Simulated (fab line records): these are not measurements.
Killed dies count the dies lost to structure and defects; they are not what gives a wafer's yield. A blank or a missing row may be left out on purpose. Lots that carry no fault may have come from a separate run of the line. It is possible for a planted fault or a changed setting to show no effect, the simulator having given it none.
What tool caused it?    flow nand_harc    Sampling: 12 lots, 36 wafers, 5 of 1302 route steps

WHAT THE GAUGES READ, wafer by wafer
NHARC_END_SORT_01. Usual: killed_at_array 54, standard deviation 21; killed_at_other 0.9, standard deviation 1.1; killed_at_periphery 3.5, standard deviation 2.5; killed_dies 58, standard deviation 21; killed_open 3.3, standard deviation 1.9; killed_short 2.6, standard deviation 1.8.
lot   measured      on         killed_at_array  killed_at_other  killed_at_periphery  killed_dies  killed_open  killed_short  flag
L270  day 27 09:43  prober-01  21 662 31        1 0 0            3 3 2                25 665 33    1 2 3        1 6 0         OFF

WHICH TOOL RAN EACH LOT (tool, then ch and the chambers of the sampled wafers, then the start)
lot   NHARC_A_STAIRCASE_TRIM_200                     NHARC_A_STAIRCASE_STRIP_205           NHARC_A_STAIRCASE_TRIM_233          NHARC_A_STAIRCASE_ETCH_234
L268  rie_diel-03 ch 0,1,3, day 16 06:38 or earlier  plasma_asher-02 ch 0,1, day 16 06:38  rie_diel-13 ch 0,2,3, day 16 09:40  rie_diel-13 ch 0,3, no start
L270  rie_diel-13 ch 0,1,3, day 18 06:44 or earlier  plasma_asher-02 ch 0,1, day 18 06:44  rie_diel-03 ch 0,3, day 18 09:56    rie_diel-03 ch 2,3, day 27 09:43 or earlier
L278  rie_diel-03 ch 0,2,3, day 20 22:07 or earlier  plasma_asher-02 ch 0,1, day 20 22:07  rie_diel-01 ch 2,3, day 21 01:19    rie_diel-01 ch 1,2,3, no start
L282  rie_diel-03 ch 2,3, day 22 04:43 or earlier    plasma_asher-02 ch 1, day 22 04:43    rie_diel-13 ch 0,1,2, day 22 08:20  rie_diel-13 ch 0,1,2, no start
L283  rie_diel-01 ch 0,1,2, day 22 11:37 or earlier  plasma_asher-01 ch 0,1, day 22 11:37  rie_diel-13 ch 0,1, day 22 15:39    rie_diel-13 ch 0,1, no start
L285  rie_diel-03 ch 1,3, day 23 06:03 or earlier    plasma_asher-02 ch 0,1, day 23 06:03  rie_diel-13 ch 0,1, day 23 09:03    rie_diel-13 ch 0,3, no start
L284  rie_diel-13 ch 1,2, day 23 06:20 or earlier    plasma_asher-02 ch 0,1, day 23 06:20  rie_diel-01 ch 0,1, day 23 09:54    rie_diel-01 ch 1,2, no start
L286  rie_diel-01 ch 1,3, day 23 18:50 or earlier    plasma_asher-01 ch 0,1, day 23 18:50  rie_diel-01 ch 1,3, day 23 22:05    rie_diel-01 ch 1,2, no start
L287  rie_diel-03 ch 1,3, day 23 19:17 or earlier    plasma_asher-01 ch 0,1, day 23 19:17  rie_diel-03 ch 0,1, day 23 22:19    rie_diel-03 ch 2,3, no start
L289  rie_diel-13 ch 0,3, day 25 09:31 or earlier    plasma_asher-01 ch 0,1, day 25 09:31  rie_diel-01 ch 0,2,3, day 25 12:40  rie_diel-01 ch 1,2,3, no start
L288  rie_diel-13 ch 2,3, day 25 13:57 or earlier    plasma_asher-02 ch 0,1, day 25 13:57  rie_diel-01 ch 2,3, day 25 17:00    rie_diel-01 ch 0,2,3, no start
L290  rie_diel-01 ch 2,3, day 25 23:26 or earlier    plasma_asher-01 ch 0,1, day 25 23:26  rie_diel-03 ch 0,1,3, day 26 02:28  rie_diel-03 ch 1,2,3, no start
- NHARC_A_STAIRCASE_TRIM_200: chemistry O2, time 211.2 s.
- NHARC_A_STAIRCASE_STRIP_205: strips in O2.
- NHARC_A_STAIRCASE_TRIM_233: chemistry O2, time 211.2 s.
- NHARC_A_STAIRCASE_ETCH_234: etches the open film in C4F8/O2, target depth 100 nm, time 40.5 s.

AS READ BY THE TOOLS THEMSELVES (means over the sampled wafers that have a number; for cases with no such wafer, the mark the record gives instead)
NHARC_A_STAIRCASE_TRIM_200. Usual: drypump_motor_current_A 5.8 A, standard deviation 0.35; oes_product_au 0.997 a.u., standard deviation 0.012; rf_vpp_V 57.7 V, standard deviation 1; showerhead_plenum_p_Torr 3.52 Torr, standard deviation 0.16; throttle_valve_pct 17.037 %, standard deviation 0.0099.
lot   tool         drypump_motor_current_A (A)  oes_product_au (a.u.)  rf_vpp_V (V)  showerhead_plenum_p_Torr (Torr)  throttle_valve_pct (%)  flag
L268  rie_diel-03  5.8                          1.007                  57.1          3.42                             17.029                  
L270  rie_diel-13  5.5                          1.003                  58.2          3.54                             17.034                  
L278  rie_diel-03  5.9                          0.996                  58.2          3.51                             17.041                  
L282  rie_diel-03  5.9                          0.999                  57.6          3.34                             17.040                  
L283  rie_diel-01  5.8                          0.997                  57.5          3.54                             17.049                  
L285  rie_diel-03  5.6                          1.005                  58.1          3.47                             17.036                  
L284  rie_diel-13  5.9                          0.993                  59.3          3.68                             17.046                  
L286  rie_diel-01  6.1                          0.992                  57.2          3.41                             17.038                  
L287  rie_diel-03  5.5                          1.016                  56.7          3.41                             17.038                  
L289  rie_diel-13  5.6                          0.989                  56.4          3.50                             17.038                  
L288  rie_diel-13  5.4                          0.985                  58.0          3.45                             17.038                  
L290  rie_diel-01  6.2                          1.015                  57.2          3.35                             17.039                  

NHARC_A_STAIRCASE_STRIP_205. Usual: drypump_motor_current_A 5.50 A, standard deviation 0.19; heater_power_w 348 W, standard deviation 42; temp_c 249.99 C, standard deviation 0.17.
lot   tool             drypump_motor_current_A (A)  heater_power_w (W)  temp_c (C)  flag
L268  plasma_asher-02  5.35                         386                 249.88      
L270  plasma_asher-02  5.31                         379                 250.01      
L278  plasma_asher-02  5.33                         377                 249.85      
L282  plasma_asher-02  5.29                         395                 249.86      
L283  plasma_asher-01  5.71                         311                 250.01      
L285  plasma_asher-02  5.34                         380                 250.06      
L284  plasma_asher-02  5.37                         373                 249.95      
L286  plasma_asher-01  5.73                         302                 249.80      
L287  plasma_asher-01  5.72                         300                 249.91      
L289  plasma_asher-01  5.72                         302                 250.14      
L288  plasma_asher-02  5.39                         366                 249.99      
L290  plasma_asher-01  5.73                         297                 249.80      

NHARC_A_STAIRCASE_TRIM_233. Usual: drypump_motor_current_A 5.8 A, standard deviation 0.33; oes_product_au 0.999 a.u., standard deviation 0.013; rf_vpp_V 57.6 V, standard deviation 0.93; showerhead_plenum_p_Torr 3.51 Torr, standard deviation 0.15; throttle_valve_pct 17.037 %, standard deviation 0.0087.
lot   tool         drypump_motor_current_A (A)  oes_product_au (a.u.)  rf_vpp_V (V)  showerhead_plenum_p_Torr (Torr)  throttle_valve_pct (%)  flag
L268  rie_diel-13  5.7                          0.999                  56.9          3.57                             17.032                  
L270  rie_diel-03  5.9                          0.947                  56.9          3.31                             17.039                  OFF
L278  rie_diel-01  6.0                          0.986                  57.6          3.41                             17.039                  
L282  rie_diel-13  5.9                          0.989                  58.3          3.65                             17.039                  
L283  rie_diel-13  5.8                          0.983                  57.1          3.61                             17.031                  
L285  rie_diel-13  5.7                          0.988                  58.0          3.62                             17.041                  
L284  rie_diel-01  5.8                          1.014                  57.1          3.60                             17.031                  
L286  rie_diel-01  5.9                          1.003                  58.7          3.51                             17.026                  
L287  rie_diel-03  5.9                          1.001                  58.3          3.62                             17.033                  
L289  rie_diel-01  6.1                          1.004                  57.7          3.43                             17.037                  
L288  rie_diel-01  6.1                          1.002                  57.4          3.39                             17.043                  
L290  rie_diel-03  5.8                          1.003                  57.4          3.55                             17.041                  

NHARC_A_STAIRCASE_ETCH_234. Usual: oes_product_au 0.943 a.u., standard deviation 0.014; rf_vpp_V 895 V, standard deviation 5.8.
lot   tool         oes_product_au (a.u.)  rf_vpp_V (V)  flag
L268  rie_diel-13  0.947                  895           
L270  rie_diel-03  0.942                  889           
L278  rie_diel-01  0.936                  894           
L282  rie_diel-13  0.949                  900           
L283  rie_diel-13  0.921                  899           
L285  rie_diel-13  0.933                  892           
L284  rie_diel-01  0.945                  897           
L286  rie_diel-01  0.946                  896           
L287  rie_diel-03  0.953                  887           
L289  rie_diel-01  0.961                  893           
L288  rie_diel-01  0.941                  892           
L290  rie_diel-03  0.943                  891           

THE ANSWER, worked out from the rows above alone
Rule: a lot counts as off when the mean over its wafers that have a number is more than 3 standard deviations away from the usual mean. Also off: a lot with no number at a reading for which 4 or more lots have one. Any other lot the step has rows for is counted as sound. After the gauges, taken in route order, come the tools' own readings; for these a lot's mean is taken, as printed above. The first step at which some lot is off is used, and at that step the reading that is off furthest; a lot without a number counts as furthest.
Off at NHARC_END_SORT_01 (killed_at_array): L270. Neither off nor sound, because the step has no rows for them: L268, L278, L282, L283, L285, L284, L286, L287, L289, L288, L290.
A tool fits if, at a process step before that reading, it ran every lot that is off, and no sound lot after the first of them. Not tried: the gauges at NHARC_END_SORT_01; whatever is off there is also off at NHARC_A_STAIRCASE_TRIM_233, on other tools, and gauge error can't account for it. Because NHARC_A_STAIRCASE_TRIM_200 lacks a start for some lots, the hours and order of its lots are taken from NHARC_A_STAIRCASE_STRIP_205. Because NHARC_A_STAIRCASE_ETCH_234 lacks a start for some lots, the hours and order of its lots are taken from NHARC_END_SORT_01. Can't be told from this: 3 tools fit, rie_diel-13 at NHARC_A_STAIRCASE_TRIM_200, plasma_asher-02 at NHARC_A_STAIRCASE_STRIP_205, rie_diel-03 at NHARC_A_STAIRCASE_TRIM_233 and NHARC_A_STAIRCASE_ETCH_234.

WHAT THE SIMULATOR HAD PUT IN
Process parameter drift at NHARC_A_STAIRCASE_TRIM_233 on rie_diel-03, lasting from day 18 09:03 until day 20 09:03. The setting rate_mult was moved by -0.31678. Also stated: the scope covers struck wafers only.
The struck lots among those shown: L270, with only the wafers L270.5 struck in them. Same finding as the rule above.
